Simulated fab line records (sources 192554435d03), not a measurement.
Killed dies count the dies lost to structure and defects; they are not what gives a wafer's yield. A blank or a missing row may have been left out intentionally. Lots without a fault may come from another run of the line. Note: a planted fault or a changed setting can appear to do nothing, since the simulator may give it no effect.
fab line records	flow n5-finfet
record lots=13	wafers=37	last-day=20
route steps=1938 shown MOL_CONTACT_COAG@529 PASSIVATION@1936
lots that met no fault: taken from a fault-free run of the same line
start-h: hours from the record's opening day to when the first of the lot's shown wafers began	wait-h: how many hours have passed since the lot's step before this one	" unchanged from the row above	L1.1+2: several wafers, shown together as one row	- no value present, or no start provided	* or withheld: withheld	< > ~ a bound
route shown NAME@n: a module of which the file shows steps, and the number in the route of the first	usual: mean/standard deviation of fault-free wafers	same: alike in all rows	chamber/n: place in a boat	sites: readings site by site	_std_site: standard deviation across them	_edge_site: outer sites' mean less inner sites'	radius-mm: for every site, how far away it sits from the centre of the wafer	mask NAME#n: copy n	behind: tool/chamber where the wafer was last shaped	hold: why the lot went on hold/how many hours it stayed there/how the hold came to an end	device: which transistor (n, p or np) failed to switch	end of line: at the end of the route, the tests of the same wafers	for a step that has no rows: nothing shown but its recipe	killed: the dies lost at the first sort to structure and to defects; this is not the yield of the wafer	map: shows each die of a wafer: x if killed, . if not, _ if none is there
set.NAME: setting as actually run; set.NAME@STEP: the setting as run at that earlier step	model.NAME: the simulator's own value behind a step, which no gauge read
one table for each step of the route and one row for each wafer, over a sample of lots
services: from which hour (start-h, from the record's first day; less than 0 if before it) a tool's chamber was out of use, for how many hours, and why
## steps
# step N5_MOL_CONTACT_COAG_DESCUM_13
# recipe chemistry=O2	time-s=7	source-power-w=50	bias-power-w=20	pressure-mtorr=20	rf-frequency-hz=2.712e+07	temp-c=40	resist=CAR-EUV	o2-flow-sccm=225
# usual drypump-motor-current-A=5.6/0.41	oes-product-au=0.76/0.065	rf-vpp-V=242.9/1.5	showerhead-plenum-p-Torr=2.08/0.072	throttle-valve-pct=20.46/0.23
lot.wafer	tool	chamber	start-h	wait-h	drypump-motor-current-A	oes-product-au	rf-hours-counter-h	rf-vpp-V	showerhead-plenum-p-Torr	throttle-valve-pct
L189.1	rie-diel-04	1	110.77	0.0	6.1	0.73	157	240.7	2.00	20.60
L189.3	"	0	"	"	5.8	0.81	110	243.9	2.14	20.17
L189.6	"	2	"	"	5.6	0.96	-	245.0	2.12	20.37
L190.1	rie-diel-05	2	117.91	0.1	5.3	0.72	196	244.2	2.14	20.34
L190.4	"	3	"	"	5.5	0.70	210	241.5	2.00	20.43
L190.6	"	0	"	"	5.1	0.76	-	241.6	1.97	20.04
L193.2	rie-diel-05	0	134.45	0.2	5.1	0.76	170	241.4	1.97	20.07
L193.4	"	1	"	"	6.1	0.80	118	244.2	2.11	20.82
L193.5	"	3	"	"	5.5	0.68	-	241.3	2.00	20.44
L194.2	rie-diel-05	0	146.06	0.0	5.2	0.75	174	241.7	1.97	20.06
L194.6	"	2	"	"	5.2	0.70	-	244.1	2.14	20.35
L196.1	rie-diel-05	0	154.13	0.1	5.2	0.75	178	241.0	1.97	20.08
L196.2	"	1	"	"	6.2	0.80	126	243.3	2.10	20.84
L196.4	"	3	"	"	5.5	0.69	222	240.5	1.99	20.45
L198.1	rie-diel-01	0	164.13	0.5	6.2	0.69	228	243.2	2.17	20.74
L198.2	"	1	"	"	5.8	0.82	104	245.6	2.20	20.14
L198.4	"	3	"	"	5.1	0.77	130	241.3	2.03	20.65
L200.2	rie-diel-04	1	180.94	0.0	6.1	0.72	176	240.5	2.00	20.62
L200.6	"	2	"	"	5.6	0.91	-	243.0	2.11	20.40
L201.1	rie-diel-04	1	183.37	0.0	6.1	0.72	176	241.4	2.00	20.62
L201.3	"	2	"	"	5.6	0.91	30	243.8	2.11	20.41
L201.5	"	2	"	"	5.6	0.91	-	242.2	2.11	20.40
L202.1	rie-diel-01	0	191.99	0.3	6.2	0.68	238	244.8	2.17	20.77
L202.4	"	2	"	"	5.1	0.71	203	242.8	2.07	20.55
L202.5	"	2	"	"	5.1	0.72	-	242.7	2.07	20.57
L203.1	rie-diel-01	1	194.34	0.0	5.8	0.79	115	243.4	2.19	20.14
L203.3	"	3	"	"	5.1	0.76	140	241.6	2.03	20.66
L203.5	"	0	"	"	6.2	0.69	-	243.8	2.17	20.78
L204.3	rie-diel-05	0	200.01	0.0	5.1	0.74	194	242.3	1.96	20.09
L204.4	"	1	"	"	6.2	0.78	142	243.6	2.10	20.84
L204.6	"	2	"	"	5.3	0.69	-	243.7	2.13	20.37
L205.4	rie-diel-04	1	207.29	0.0	6.1	0.72	185	242.3	1.99	20.62
L205.5	"	1	"	"	6.1	0.73	-	242.2	1.99	20.64
L205.6	"	0	"	"	5.9	0.79	-	242.1	2.13	20.20
L208.1	rie-diel-04	3	229.53	0.0	5.5	0.75	160	240.9	2.03	20.62
L208.4	"	0	"	"	5.7	0.77	144	242.8	2.12	20.21
L208.6	"	1	"	"	6.1	0.71	-	242.1	1.99	20.65
# step N5_MOL_CONTACT_COAG_ETCH_15
# recipe chemistry=CH3F/O2	target=SiNx	target-depth-a=70	mask-material=SOC	stop-on=Si:P	over-etch-frac=0.75	ion-energy-ev=120	pressure-mtorr=30	source-w=395	bias-w=73	Ar_flow_sccm=150	CH3F_flow_sccm=30	O2_flow_sccm=20
# usual drypump-motor-current-A=5.6/0.4	oes-product-au=0.56/0.042	rf-vpp-V=298/7.7	showerhead-plenum-p-Torr=1.99/0.074	throttle-valve-pct=16.40/0.2
lot.wafer	tool	chamber	start-h	wait-h	drypump-motor-current-A	oes-product-au	rf-hours-counter-h	rf-vpp-V	showerhead-plenum-p-Torr	throttle-valve-pct
L189.1	rie-diel-04	1	110.99	0.0	6.1	0.55	157	294	1.93	16.59
L189.3	"	0	"	"	5.8	0.58	110	315	2.01	15.93
L189.6	"	2	"	"	5.6	0.68	-	298	2.07	16.52
L190.1	rie-diel-05	2	118.13	0.0	5.3	0.53	196	300	2.09	16.52
L190.4	"	3	"	"	5.4	0.51	210	293	1.92	16.36
L190.6	"	0	"	"	5.2	0.56	-	296	1.91	16.18
L193.2	rie-diel-05	0	134.66	0.0	5.2	0.55	170	298	1.91	16.19
L193.4	"	1	"	"	6.2	0.58	118	298	2.00	16.57
L193.5	"	3	"	"	5.5	0.51	-	295	1.92	16.38
L194.2	rie-diel-05	0	146.28	0.0	5.2	0.55	174	297	1.91	16.17
L194.6	"	2	"	"	5.3	0.53	-	301	2.08	16.53
L196.1	rie-diel-05	0	154.35	0.0	5.1	0.54	178	298	1.91	16.19
L196.2	"	1	"	"	6.2	0.58	126	298	2.00	16.58
L196.4	"	3	"	"	5.4	0.50	222	293	1.91	16.38
L198.1	rie-diel-01	0	164.35	0.0	6.3	0.50	229	292	2.07	16.59
L198.2	"	1	"	"	5.8	0.59	104	313	2.12	16.18
L198.4	"	3	"	"	5.0	0.58	130	301	1.92	16.38
L200.2	rie-diel-04	1	181.16	0.0	6.1	0.53	176	292	1.92	16.63
L200.6	"	2	"	"	5.6	0.65	-	298	2.06	16.55
L201.1	rie-diel-04	1	183.59	0.0	6.1	0.54	176	294	1.92	16.62
L201.3	"	2	"	"	5.6	0.65	31	296	2.06	16.54
L201.5	"	2	"	"	5.6	0.64	-	297	2.06	16.55
L202.1	rie-diel-01	0	192.21	0.0	6.2	0.50	239	293	2.07	16.61
L202.4	"	2	"	"	5.1	0.53	204	292	1.99	16.54
L202.5	"	2	"	"	5.1	0.53	-	292	1.99	16.55
L203.1	rie-diel-01	1	194.56	0.0	5.8	0.58	115	315	2.12	16.21
L203.3	"	3	"	"	5.0	0.57	140	301	1.91	16.40
L203.5	"	0	"	"	6.2	0.50	-	292	2.07	16.61
L204.3	rie-diel-05	0	200.23	0.0	5.2	0.54	194	297	1.90	16.22
L204.4	"	1	"	"	6.2	0.56	142	298	1.99	16.62
L204.6	"	2	"	"	5.3	0.52	-	300	2.08	16.56
L205.4	rie-diel-04	1	207.51	0.0	6.1	0.53	185	291	1.92	16.63
L205.5	"	1	"	"	6.1	0.54	-	293	1.92	16.66
L205.6	"	0	"	"	5.8	0.57	-	314	2.00	15.99
L208.1	rie-diel-04	3	229.75	0.0	5.5	0.55	160	288	1.91	16.34
L208.4	"	0	"	"	5.8	0.56	144	312	2.00	16.00
L208.6	"	1	"	"	6.1	0.53	-	293	1.92	16.67
# step N5_MOL_CONTACT_COAG_TI_SIL_19
# recipe material=Ti	target-thk-a=42	temp-c=200	chamber-pressure-pa=5	power-w=5000	time-s=15
# usual throttle-valve-pct=29.7/0.86
lot.wafer	tool	chamber	start-h	wait-h	throttle-valve-pct
L189.1	pvd-sputter-02	-	111.70	0.3	29.4
L189.3	"	-	"	"	29.6
L189.6	"	-	"	"	30.5
L190.1	pvd-sputter-03	-	119.28	0.2	28.1
L190.4	"	-	"	"	31.5
L190.6	"	-	"	"	31.0
L193.2	pvd-sputter-01	-	135.37	0.2	29.1
L193.4	"	-	"	"	28.2
L193.5	"	-	"	"	28.9
L194.2	pvd-sputter-01	-	147.17	0.4	30.7
L194.6	"	-	"	"	30.7
L196.1	pvd-sputter-01	-	155.04	0.2	28.8
L196.2	"	-	"	"	30.4
L196.4	"	-	"	"	28.6
L198.1	pvd-sputter-02	-	166.13	0.9	30.3
L198.2	"	-	"	"	29.5
L198.4	"	-	"	"	28.8
L200.2	pvd-sputter-02	-	181.84	0.2	29.4
L200.6	"	-	"	"	30.6
L201.1	pvd-sputter-03	-	184.22	0.2	28.6
L201.3	"	-	"	"	29.1
L201.5	"	-	"	"	29.8
L202.1	pvd-sputter-01	-	193.23	0.6	28.4
L202.4	"	-	"	"	30.4
L202.5	"	-	"	"	28.7
L203.1	pvd-sputter-03	-	195.19	0.2	29.7
L203.3	"	-	"	"	28.2
L203.5	"	-	"	"	28.5
L204.3	pvd-sputter-01	-	202.18	0.2	28.4
L204.4	"	-	"	"	29.0
L204.6	"	-	"	"	30.8
L205.4	pvd-sputter-01	-	208.59	0.1	30.8
L205.5	"	-	"	"	28.3
L205.6	"	-	"	"	30.8
L208.1	pvd-sputter-02	-	232.13	0.3	29.6
L208.4	"	-	"	"	29.2
L208.6	"	-	"	"	30.7
# step N5_MOL_CONTACT_COAG_SIL_ANNEAL_21
# recipe temp-c=550	time-s=60	ambient=N2
# usual lamp-power-pct=6.73/0.095	lamp_zone_1_pct=6.73/0.095	lamp_zone_4_pct=6.73/0.096	lamp_zone_7_pct=7.07/0.1	wafer_temp_C_max=552.1/0.66
lot.wafer	tool	chamber	start-h	wait-h	lamp-power-pct	lamp_zone_1_pct	lamp_zone_4_pct	lamp_zone_7_pct	wafer_temp_C_max
L189.1	rtp-anneal-01	0	112.20	0.2	6.66	6.66	6.65	7.00	552.1
L189.3	"	0	"	"	6.65	6.66	6.66	6.99	551.9
L189.6	"	0	"	"	6.66	6.65	6.65	6.98	551.8
L190.1	rtp-anneal-01	0	119.78	0.2	6.66	6.66	6.65	6.99	551.2
L190.4	"	0	"	"	6.65	6.65	6.65	7.01	552.0
L190.6	"	0	"	"	6.66	6.66	6.64	7.00	551.3
L193.2	rtp-anneal-02	0	135.95	0.3	6.84	6.86	6.85	7.21	552.2
L193.4	"	0	"	"	6.85	6.85	6.86	7.20	552.9
L193.5	"	0	"	"	6.87	6.85	6.87	7.20	551.6
L194.2	rtp-anneal-02	0	147.73	0.3	6.85	6.86	6.85	7.21	553.3
L194.6	"	0	"	"	6.85	6.85	6.84	7.21	552.5
L196.1	rtp-anneal-01	0	155.54	0.2	6.67	6.66	6.66	7.01	552.0
L196.2	"	0	"	"	6.67	6.67	6.66	6.99	552.3
L196.4	"	0	"	"	6.66	6.66	6.65	7.00	552.0
L198.1	rtp-anneal-01	0	166.64	0.2	6.65	6.65	6.65	6.99	552.2
L198.2	"	0	"	"	6.66	6.66	6.66	6.99	552.0
L198.4	"	0	"	"	6.66	6.66	6.66	7.00	551.9
L200.2	rtp-anneal-01	0	182.37	0.2	6.65	6.65	6.66	6.99	551.8
L200.6	"	0	"	"	6.67	6.66	6.67	6.99	552.1
L201.1	rtp-anneal-02	0	184.84	0.3	6.85	6.85	6.85	7.21	553.8
L201.3	"	0	"	"	6.85	6.86	6.86	7.20	553.1
L201.5	"	0	"	"	6.87	6.85	6.85	7.20	552.9
L202.1	rtp-anneal-01	0	193.73	0.2	6.66	6.66	6.65	7.00	551.5
L202.4	"	0	"	"	6.65	6.65	6.66	7.00	551.1
L202.5	"	0	"	"	6.65	6.65	6.66	7.00	552.8
L203.1	rtp-anneal-02	-	195.87	0.4	-	-	-	-	-
L203.3	"	-	"	"	-	-	-	-	-
L203.5	"	-	"	"	-	-	-	-	-
L204.3	rtp-anneal-02	-	202.74	0.3	-	-	-	-	-
L204.4	"	-	"	"	-	-	-	-	-
L204.6	"	-	"	"	-	-	-	-	-
L205.4	rtp-anneal-02	-	209.17	0.3	-	-	-	-	-
L205.5	"	-	"	"	-	-	-	-	-
L205.6	"	-	"	"	-	-	-	-	-
L208.1	rtp-anneal-01	0	232.63	0.2	6.65	6.65	6.65	6.98	551.5
L208.4	"	0	"	"	6.67	6.65	6.65	7.00	551.6
L208.6	"	0	"	"	6.66	6.66	6.65	6.99	551.5
# step N5_PASSIVATION_PROBE_49
# usual killed_at_M0_to_M3=36/10	killed_at_M4_up=14/5.2	killed-at-contacts=12/6	killed-at-front-end=37/10	killed-at-other=4/3.3	killed-dies=104/18	killed-open=68/14	killed-short=34/7.4
# same gross-dies=1180	killed-at-back-side=0
lot.wafer	tool	chamber	start-h	wait-h	killed_at_M0_to_M3	killed_at_M4_up	killed-at-contacts	killed-at-front-end	killed-at-other	killed-dies	killed-open	killed-short
L204.4	prober-01	-	439.20	0.2	38	27	6	45	26	142	73	50
# killed by level:class
L204.4 PASSIVATION:area-etch=19 BEOL_M4:geometric-particle:open=12 BEOL_M4:geometric-particle:short=12 BEOL_M0_SAQP:geometric-particle:open=11 FIN_SAQP:geometric-particle:short=10 FIN_SAQP:geometric-particle:open=9 BEOL_M0_SAQP:geometric-particle:short=8 BEOL_M3:geometric-particle:open=6
## services
tool	chamber	start-h	hours	kind
pvd-sputter-01	-	87.01	31.7	repair
pvd-sputter-03	-	99.50	1.7	repair
pvd-sputter-01	-	155.50	4.5	repair
rie-diel-01	2	171.91	16.9	repair
rie-diel-04	2	196.85	3.7	repair
pvd-sputter-01	-	219.23	4.0	repair
rie-diel-01	0	223.62	-	clean
rie-diel-01	0	223.62	-	consumable-replace:focus-ring
rie-diel-01	0	223.62	32.8	scheduled-down
rie-diel-01	0	223.62	32.8	vent-cycle
## key
first-sign step=N5_MOL_CONTACT_COAG_SIL_ANNEAL_21	reading=tool-record	direction=missing
effect none on later readings
met-at N5_MOL_CONTACT_COAG_SIL_ANNEAL_21
struck-lots L203,L204,L205
rows-end L205.4,L205.5,L205.6
tester-left-out L203,L204
baseline-loss step=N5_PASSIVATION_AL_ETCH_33	wafers=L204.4
not-acting-at N5_MOL_CONTACT_COAG_DESCUM_13,N5_MOL_CONTACT_COAG_ETCH_15,N5_MOL_CONTACT_COAG_TI_SIL_19
onset-between 184.84 195.87
fault kind=skipped-step-whole	tool=rtp-anneal-02	chamber=-	onset-h=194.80	steps=N5_MOL_CONTACT_COAG_SIL_ANNEAL_21	scope=struck-lots-only
# tester-left-out: of these lots the tester's yield and bins aren't shown, on N5 and GAA mostly nor the transistor test; their killed dies are dies lost to structure and defects alone, not to doping, threshold or leakage, so they don't give the yield
# rows-end: these wafers met a further fault down the route, and their rows from its step on are left out
# baseline-loss: these wafers lose ten dies or more at that step, a loss of the line's own and not of a fault; the sort's usual values leave them out
